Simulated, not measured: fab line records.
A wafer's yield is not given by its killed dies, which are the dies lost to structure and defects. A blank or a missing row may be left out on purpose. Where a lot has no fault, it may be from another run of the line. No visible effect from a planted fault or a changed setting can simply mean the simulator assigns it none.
The tool behind it: which one? :: flow nand-harc :: 33 wafers from 12 lots sampled at 5 of the route's 1302 steps

WHAT THE GAUGES SHOWED, per wafer
NHARC_END_SORT_01. Usual: killed-at-array 61, standard deviation 23; killed-at-other 1.3, standard deviation 1.4; killed-at-periphery 4.0, standard deviation 2.6; killed-dies 66, standard deviation 22; killed-open 3.4, standard deviation 1.8; killed-short 2.3, standard deviation 1.4.
lot: L327
measured: day 29 22:58
on: prober-02
killed-at-array: 62 651
killed-at-other: 0 1
killed-at-periphery: 4 7
killed-dies: 66 659
killed-open: 7 9
killed-short: 1 2
flag: OFF

lot: L329
measured: day 31 03:37
on: prober-02
killed-at-array: 54 634
killed-at-other: 6 3
killed-at-periphery: 1 6
killed-dies: 61 643
killed-open: 3 3
killed-short: 2 0
flag: OFF

lot: L331
measured: day 31 14:22
on: prober-02
killed-at-array: 55 658
killed-at-other: 0 1
killed-at-periphery: 3 6
killed-dies: 58 665
killed-open: 3 4
killed-short: 3 2
flag: OFF

WHICH TOOL RAN EACH LOT (tool, then ch and the chambers of the sampled wafers, then the start)
lot: L315
NHARC_A_STAIRCASE_ETCH_15: rie-diel-04 ch 0,2, day 16 08:41 or earlier
NHARC_A_STAIRCASE_TRIM_22: rie-diel-09 ch 1,2, day 16 08:41
NHARC_A_STAIRCASE_ETCH_25: rie-diel-09 ch 0,1,3, no start
NHARC_A_STAIRCASE_TRIM_26: rie-diel-09 ch 0,1, no start

lot: L316
NHARC_A_STAIRCASE_ETCH_15: rie-diel-04 ch 0,1, day 16 21:44 or earlier
NHARC_A_STAIRCASE_TRIM_22: rie-diel-04 ch 0,3, day 16 21:44
NHARC_A_STAIRCASE_ETCH_25: rie-diel-04 ch 0,1,2, no start
NHARC_A_STAIRCASE_TRIM_26: rie-diel-04 ch 0,1,3, no start

lot: L317
NHARC_A_STAIRCASE_ETCH_15: rie-diel-09 ch 0,2, day 17 14:01 or earlier
NHARC_A_STAIRCASE_TRIM_22: rie-diel-01 ch 0,2, day 17 14:01
NHARC_A_STAIRCASE_ETCH_25: rie-diel-01 ch 0,2,3, no start
NHARC_A_STAIRCASE_TRIM_26: rie-diel-01 ch 0,2, no start

lot: L321
NHARC_A_STAIRCASE_ETCH_15: rie-diel-04 ch 1,2,3, day 18 14:35 or earlier
NHARC_A_STAIRCASE_TRIM_22: rie-diel-09 ch 0,1, day 18 14:35
NHARC_A_STAIRCASE_ETCH_25: rie-diel-09 ch 1,3, no start
NHARC_A_STAIRCASE_TRIM_26: rie-diel-09 ch 1,2,3, no start

lot: L322
NHARC_A_STAIRCASE_ETCH_15: rie-diel-09 ch 1,2,3, day 19 05:38 or earlier
NHARC_A_STAIRCASE_TRIM_22: rie-diel-01 ch 1,2,3, day 19 05:38
NHARC_A_STAIRCASE_ETCH_25: rie-diel-01 ch 0,1,2, no start
NHARC_A_STAIRCASE_TRIM_26: rie-diel-01 ch 0,2,3, no start

lot: L327
NHARC_A_STAIRCASE_ETCH_15: rie-diel-01 ch 0,3, day 21 19:09 or earlier
NHARC_A_STAIRCASE_TRIM_22: rie-diel-01 ch 1,3, day 21 19:09
NHARC_A_STAIRCASE_ETCH_25: rie-diel-01 ch 0,3, day 29 22:58 or earlier
NHARC_A_STAIRCASE_TRIM_26: rie-diel-01 ch 0,1, day 29 22:58 or earlier

lot: L329
NHARC_A_STAIRCASE_ETCH_15: rie-diel-01 ch 1,2, day 22 03:10 or earlier
NHARC_A_STAIRCASE_TRIM_22: rie-diel-01 ch 1,3, day 22 03:10
NHARC_A_STAIRCASE_ETCH_25: rie-diel-01 ch 1, day 31 03:37 or earlier
NHARC_A_STAIRCASE_TRIM_26: rie-diel-01 ch 2,3, day 31 03:37 or earlier

lot: L331
NHARC_A_STAIRCASE_ETCH_15: rie-diel-01 ch 2,3, day 22 23:34 or earlier
NHARC_A_STAIRCASE_TRIM_22: rie-diel-01 ch 0,2, day 22 23:34
NHARC_A_STAIRCASE_ETCH_25: rie-diel-01 ch 2,3, day 31 14:22 or earlier
NHARC_A_STAIRCASE_TRIM_26: rie-diel-01 ch 0,1, day 31 14:22 or earlier

lot: L333
NHARC_A_STAIRCASE_ETCH_15: rie-diel-09 ch 0,1,2, day 24 01:59 or earlier
NHARC_A_STAIRCASE_TRIM_22: rie-diel-09 ch 0,1,2, day 24 01:59
NHARC_A_STAIRCASE_ETCH_25: rie-diel-09 ch 0,1,2, no start
NHARC_A_STAIRCASE_TRIM_26: rie-diel-09 ch 0,2,3, no start

lot: L335
NHARC_A_STAIRCASE_ETCH_15: rie-diel-09 ch 1,2,3, day 24 12:17 or earlier
NHARC_A_STAIRCASE_TRIM_22: rie-diel-09 ch 0,1,2, day 24 12:17
NHARC_A_STAIRCASE_ETCH_25: rie-diel-09 ch 0,2, no start
NHARC_A_STAIRCASE_TRIM_26: rie-diel-09 ch 1,3, no start

lot: L336
NHARC_A_STAIRCASE_ETCH_15: rie-diel-04 ch 2,3, day 24 13:07 or earlier
NHARC_A_STAIRCASE_TRIM_22: rie-diel-09 ch 0,1,3, day 24 13:07
NHARC_A_STAIRCASE_ETCH_25: rie-diel-09 ch 1,2,3, no start
NHARC_A_STAIRCASE_TRIM_26: rie-diel-09 ch 1,2,3, no start

lot: L337
NHARC_A_STAIRCASE_ETCH_15: rie-diel-04 ch 0,1,3, day 25 09:49 or earlier
NHARC_A_STAIRCASE_TRIM_22: rie-diel-04 ch 1,2,3, day 25 09:49
NHARC_A_STAIRCASE_ETCH_25: rie-diel-04 ch 0,2,3, no start
NHARC_A_STAIRCASE_TRIM_26: rie-diel-04 ch 0,1,2, no start
- NHARC_A_STAIRCASE_ETCH_15: etches the open film in C4F8/O2, target depth 100 nm, time 40.5 s.
- NHARC_A_STAIRCASE_TRIM_22: chemistry O2, time 211.2 s.
- NHARC_A_STAIRCASE_ETCH_25: etches the open film in C4F8/O2, target depth 100 nm, time 40.5 s.
- NHARC_A_STAIRCASE_TRIM_26: chemistry O2, time 211.2 s.

WHAT THE TOOLS THEMSELVES READ (means of the sampled wafers that have a number; where no wafer has one, the mark that the record gives instead)
NHARC_A_STAIRCASE_ETCH_15. Usual: bias-w 1000 W, standard deviation 3; oes-product-au 0.942 a.u., standard deviation 0.011; rf-fwd-power-W 593.8 W, standard deviation 2.3; rf-vpp-V 896 V, standard deviation 7.2.
lot: L315
tool: rie-diel-04
bias-w (W): 1000
oes-product-au (a.u.): 0.938
rf-fwd-power-W (W): 595.7
rf-vpp-V (V): 893
flag: 

lot: L316
tool: rie-diel-04
bias-w (W): 999
oes-product-au (a.u.): 0.947
rf-fwd-power-W (W): 590.4
rf-vpp-V (V): 892
flag: 

lot: L317
tool: rie-diel-09
bias-w (W): 1001
oes-product-au (a.u.): 0.944
rf-fwd-power-W (W): 593.2
rf-vpp-V (V): 888
flag: 

lot: L321
tool: rie-diel-04
bias-w (W): 1001
oes-product-au (a.u.): 0.950
rf-fwd-power-W (W): 591.2
rf-vpp-V (V): 890
flag: 

lot: L322
tool: rie-diel-09
bias-w (W): 999
oes-product-au (a.u.): 0.941
rf-fwd-power-W (W): 594.3
rf-vpp-V (V): 898
flag: 

lot: L327
tool: rie-diel-01
bias-w (W): 1000
oes-product-au (a.u.): 0.944
rf-fwd-power-W (W): 595.3
rf-vpp-V (V): 899
flag: 

lot: L329
tool: rie-diel-01
bias-w (W): 996
oes-product-au (a.u.): 0.941
rf-fwd-power-W (W): 593.9
rf-vpp-V (V): 894
flag: 

lot: L331
tool: rie-diel-01
bias-w (W): 1002
oes-product-au (a.u.): 0.944
rf-fwd-power-W (W): 595.3
rf-vpp-V (V): 902
flag: 

lot: L333
tool: rie-diel-09
bias-w (W): 1000
oes-product-au (a.u.): 0.941
rf-fwd-power-W (W): 593.7
rf-vpp-V (V): 897
flag: 

lot: L335
tool: rie-diel-09
bias-w (W): 998
oes-product-au (a.u.): 0.945
rf-fwd-power-W (W): 594.7
rf-vpp-V (V): 897
flag: 

lot: L336
tool: rie-diel-04
bias-w (W): 1002
oes-product-au (a.u.): 0.935
rf-fwd-power-W (W): 594.3
rf-vpp-V (V): 889
flag: 

lot: L337
tool: rie-diel-04
bias-w (W): 1001
oes-product-au (a.u.): 0.936
rf-fwd-power-W (W): 593.0
rf-vpp-V (V): 900
flag: 

NHARC_A_STAIRCASE_TRIM_22. Usual: drypump-motor-current-A 5.8 A, standard deviation 0.45; oes-product-au 0.999 a.u., standard deviation 0.0074; rf-vpp-V 57.7 V, standard deviation 0.85; run-length-s 232.3 s, standard deviation 0.46; showerhead-plenum-p-Torr 3.55 Torr, standard deviation 0.19; throttle-valve-pct 17.037 %, standard deviation 0.0092.
lot: L315
tool: rie-diel-09
drypump-motor-current-A (A): 6.0
oes-product-au (a.u.): 0.989
rf-vpp-V (V): 57.4
run-length-s (s): 232.0
showerhead-plenum-p-Torr (Torr): 3.44
throttle-valve-pct (%): 17.025
flag: 

lot: L316
tool: rie-diel-04
drypump-motor-current-A (A): 5.6
oes-product-au (a.u.): 0.999
rf-vpp-V (V): 58.4
run-length-s (s): 232.3
showerhead-plenum-p-Torr (Torr): 3.65
throttle-valve-pct (%): 17.028
flag: 

lot: L317
tool: rie-diel-01
drypump-motor-current-A (A): 5.7
oes-product-au (a.u.): 1.005
rf-vpp-V (V): 57.8
run-length-s (s): 232.5
showerhead-plenum-p-Torr (Torr): 3.56
throttle-valve-pct (%): 17.038
flag: 

lot: L321
tool: rie-diel-09
drypump-motor-current-A (A): 5.9
oes-product-au (a.u.): 0.997
rf-vpp-V (V): 57.1
run-length-s (s): 232.7
showerhead-plenum-p-Torr (Torr): 3.53
throttle-valve-pct (%): 17.034
flag: 

lot: L322
tool: rie-diel-01
drypump-motor-current-A (A): 6.1
oes-product-au (a.u.): 0.991
rf-vpp-V (V): 57.2
run-length-s (s): 232.6
showerhead-plenum-p-Torr (Torr): 3.60
throttle-valve-pct (%): 17.025
flag: 

lot: L327
tool: rie-diel-01
drypump-motor-current-A (A): 6.3
oes-product-au (a.u.): 0.989
rf-vpp-V (V): 58.0
run-length-s (s): 265.7
showerhead-plenum-p-Torr (Torr): 3.58
throttle-valve-pct (%): 17.035
flag: OFF

lot: L329
tool: rie-diel-01
drypump-motor-current-A (A): 6.3
oes-product-au (a.u.): 0.998
rf-vpp-V (V): 58.5
run-length-s (s): 265.6
showerhead-plenum-p-Torr (Torr): 3.58
throttle-valve-pct (%): 17.048
flag: OFF

lot: L331
tool: rie-diel-01
drypump-motor-current-A (A): 5.7
oes-product-au (a.u.): 1.002
rf-vpp-V (V): 58.3
run-length-s (s): 265.4
showerhead-plenum-p-Torr (Torr): 3.50
throttle-valve-pct (%): 17.034
flag: OFF

lot: L333
tool: rie-diel-09
drypump-motor-current-A (A): 5.9
oes-product-au (a.u.): 0.993
rf-vpp-V (V): 57.4
run-length-s (s): 232.2
showerhead-plenum-p-Torr (Torr): 3.58
throttle-valve-pct (%): 17.047
flag: 

lot: L335
tool: rie-diel-09
drypump-motor-current-A (A): 5.9
oes-product-au (a.u.): 0.999
rf-vpp-V (V): 58.0
run-length-s (s): 232.4
showerhead-plenum-p-Torr (Torr): 3.58
throttle-valve-pct (%): 17.038
flag: 

lot: L336
tool: rie-diel-09
drypump-motor-current-A (A): 5.8
oes-product-au (a.u.): 1.005
rf-vpp-V (V): 57.9
run-length-s (s): 232.7
showerhead-plenum-p-Torr (Torr): 3.74
throttle-valve-pct (%): 17.043
flag: 

lot: L337
tool: rie-diel-04
drypump-motor-current-A (A): 5.3
oes-product-au (a.u.): 0.999
rf-vpp-V (V): 58.4
run-length-s (s): 232.1
showerhead-plenum-p-Torr (Torr): 3.50
throttle-valve-pct (%): 17.036
flag: 

NHARC_A_STAIRCASE_ETCH_25. Usual: bias-w 1000 W, standard deviation 3.1; oes-product-au 0.944 a.u., standard deviation 0.0089; rf-fwd-power-W 594.1 W, standard deviation 2.1; rf-vpp-V 896 V, standard deviation 7.1.
lot: L315
tool: rie-diel-09
bias-w (W): 999
oes-product-au (a.u.): 0.949
rf-fwd-power-W (W): 593.4
rf-vpp-V (V): 897
flag: 

lot: L316
tool: rie-diel-04
bias-w (W): 998
oes-product-au (a.u.): 0.945
rf-fwd-power-W (W): 596.1
rf-vpp-V (V): 893
flag: 

lot: L317
tool: rie-diel-01
bias-w (W): 1001
oes-product-au (a.u.): 0.949
rf-fwd-power-W (W): 595.5
rf-vpp-V (V): 899
flag: 

lot: L321
tool: rie-diel-09
bias-w (W): 1003
oes-product-au (a.u.): 0.951
rf-fwd-power-W (W): 593.9
rf-vpp-V (V): 903
flag: 

lot: L322
tool: rie-diel-01
bias-w (W): 1001
oes-product-au (a.u.): 0.952
rf-fwd-power-W (W): 593.1
rf-vpp-V (V): 894
flag: 

lot: L327
tool: rie-diel-01
bias-w (W): 1000
oes-product-au (a.u.): 0.943
rf-fwd-power-W (W): 594.9
rf-vpp-V (V): 898
flag: 

lot: L329
tool: rie-diel-01
bias-w (W): 1002
oes-product-au (a.u.): 0.943
rf-fwd-power-W (W): 593.9
rf-vpp-V (V): 890
flag: 

lot: L331
tool: rie-diel-01
bias-w (W): 1000
oes-product-au (a.u.): 0.939
rf-fwd-power-W (W): 595.5
rf-vpp-V (V): 902
flag: 

lot: L333
tool: rie-diel-09
bias-w (W): 1004
oes-product-au (a.u.): 0.960
rf-fwd-power-W (W): 595.1
rf-vpp-V (V): 897
flag: 

lot: L335
tool: rie-diel-09
bias-w (W): 1001
oes-product-au (a.u.): 0.938
rf-fwd-power-W (W): 596.2
rf-vpp-V (V): 894
flag: 

lot: L336
tool: rie-diel-09
bias-w (W): 1001
oes-product-au (a.u.): 0.940
rf-fwd-power-W (W): 593.3
rf-vpp-V (V): 897
flag: 

lot: L337
tool: rie-diel-04
bias-w (W): 1000
oes-product-au (a.u.): 0.940
rf-fwd-power-W (W): 594.6
rf-vpp-V (V): 894
flag: 

NHARC_A_STAIRCASE_TRIM_26. Usual: drypump-motor-current-A 5.8 A, standard deviation 0.43; oes-product-au 0.998 a.u., standard deviation 0.0079; rf-vpp-V 57.8 V, standard deviation 0.95; run-length-s 232.3 s, standard deviation 0.44; showerhead-plenum-p-Torr 3.54 Torr, standard deviation 0.2; throttle-valve-pct 17.036 %, standard deviation 0.008.
lot: L315
tool: rie-diel-09
drypump-motor-current-A (A): 5.8
oes-product-au (a.u.): 0.996
rf-vpp-V (V): 57.7
run-length-s (s): 232.4
showerhead-plenum-p-Torr (Torr): 3.41
throttle-valve-pct (%): 17.039
flag: 

lot: L316
tool: rie-diel-04
drypump-motor-current-A (A): 5.4
oes-product-au (a.u.): 0.999
rf-vpp-V (V): 58.3
run-length-s (s): 232.5
showerhead-plenum-p-Torr (Torr): 3.50
throttle-valve-pct (%): 17.034
flag: 

lot: L317
tool: rie-diel-01
drypump-motor-current-A (A): 5.6
oes-product-au (a.u.): 1.001
rf-vpp-V (V): 57.7
run-length-s (s): 232.2
showerhead-plenum-p-Torr (Torr): 3.49
throttle-valve-pct (%): 17.035
flag: 

lot: L321
tool: rie-diel-09
drypump-motor-current-A (A): 5.8
oes-product-au (a.u.): 0.997
rf-vpp-V (V): 58.9
run-length-s (s): 232.3
showerhead-plenum-p-Torr (Torr): 3.59
throttle-valve-pct (%): 17.029
flag: 

lot: L322
tool: rie-diel-01
drypump-motor-current-A (A): 6.0
oes-product-au (a.u.): 0.996
rf-vpp-V (V): 57.6
run-length-s (s): 232.1
showerhead-plenum-p-Torr (Torr): 3.61
throttle-valve-pct (%): 17.038
flag: 

lot: L327
tool: rie-diel-01
drypump-motor-current-A (A): 5.7
oes-product-au (a.u.): 0.993
rf-vpp-V (V): 58.1
run-length-s (s): 232.2
showerhead-plenum-p-Torr (Torr): 3.40
throttle-valve-pct (%): 17.029
flag: 

lot: L329
tool: rie-diel-01
drypump-motor-current-A (A): 6.3
oes-product-au (a.u.): 1.000
rf-vpp-V (V): 59.0
run-length-s (s): 232.5
showerhead-plenum-p-Torr (Torr): 3.70
throttle-valve-pct (%): 17.045
flag: 

lot: L331
tool: rie-diel-01
drypump-motor-current-A (A): 5.6
oes-product-au (a.u.): 0.998
rf-vpp-V (V): 57.2
run-length-s (s): 231.9
showerhead-plenum-p-Torr (Torr): 3.39
throttle-valve-pct (%): 17.026
flag: 

lot: L333
tool: rie-diel-09
drypump-motor-current-A (A): 5.8
oes-product-au (a.u.): 0.997
rf-vpp-V (V): 57.2
run-length-s (s): 231.9
showerhead-plenum-p-Torr (Torr): 3.62
throttle-valve-pct (%): 17.042
flag: 

lot: L335
tool: rie-diel-09
drypump-motor-current-A (A): 5.7
oes-product-au (a.u.): 1.004
rf-vpp-V (V): 57.2
run-length-s (s): 232.5
showerhead-plenum-p-Torr (Torr): 3.73
throttle-valve-pct (%): 17.037
flag: 

lot: L336
tool: rie-diel-09
drypump-motor-current-A (A): 5.8
oes-product-au (a.u.): 0.986
rf-vpp-V (V): 58.4
run-length-s (s): 232.1
showerhead-plenum-p-Torr (Torr): 3.57
throttle-valve-pct (%): 17.044
flag: 

lot: L337
tool: rie-diel-04
drypump-motor-current-A (A): 5.4
oes-product-au (a.u.): 1.001
rf-vpp-V (V): 58.0
run-length-s (s): 232.4
showerhead-plenum-p-Torr (Torr): 3.60
throttle-valve-pct (%): 17.037
flag: 

THE ANSWER, worked out from the rows above alone
Rule: lot off if the mean of its wafers having a number is beyond 3 standard deviations from the usual mean. A lot without any number at a reading at which 4 lots or more have one is off too. Any other lot the step has rows for is counted as sound. First the gauges in route order, then the tools' own readings, where a lot's mean is used as printed above. At the first step where some lot is off, the reading lying furthest off is the one used; lots without a number count as furthest.
Off: L327, L329, L331, at NHARC_END_SORT_01 (killed-dies). Neither off nor sound, because the step has no rows for them: L315, L316, L317, L321, L322, L333, L335, L336, L337.
A tool fits if, at a process step before that reading, it ran every lot that is off, and no sound lot after the first of them. Not tried: the gauges at NHARC_END_SORT_01; whatever is off there is also off at NHARC_A_STAIRCASE_TRIM_22, on other tools, and gauge error can't account for it. NHARC_A_STAIRCASE_ETCH_15: start missing for some lots; hours and lot order therefore follow NHARC_A_STAIRCASE_TRIM_22. NHARC_A_STAIRCASE_ETCH_25: start missing for some lots; hours and lot order therefore follow NHARC_END_SORT_01. NHARC_A_STAIRCASE_TRIM_26: start missing for some lots; hours and lot order therefore follow NHARC_END_SORT_01. One fits: rie-diel-01 at NHARC_A_STAIRCASE_ETCH_15 and NHARC_A_STAIRCASE_TRIM_22 and NHARC_A_STAIRCASE_ETCH_25 and NHARC_A_STAIRCASE_TRIM_26. It ran no sound lot before its first lot that is off in this sample, so the start can't be narrowed down.

WHAT THE SIMULATOR HAD INSERTED
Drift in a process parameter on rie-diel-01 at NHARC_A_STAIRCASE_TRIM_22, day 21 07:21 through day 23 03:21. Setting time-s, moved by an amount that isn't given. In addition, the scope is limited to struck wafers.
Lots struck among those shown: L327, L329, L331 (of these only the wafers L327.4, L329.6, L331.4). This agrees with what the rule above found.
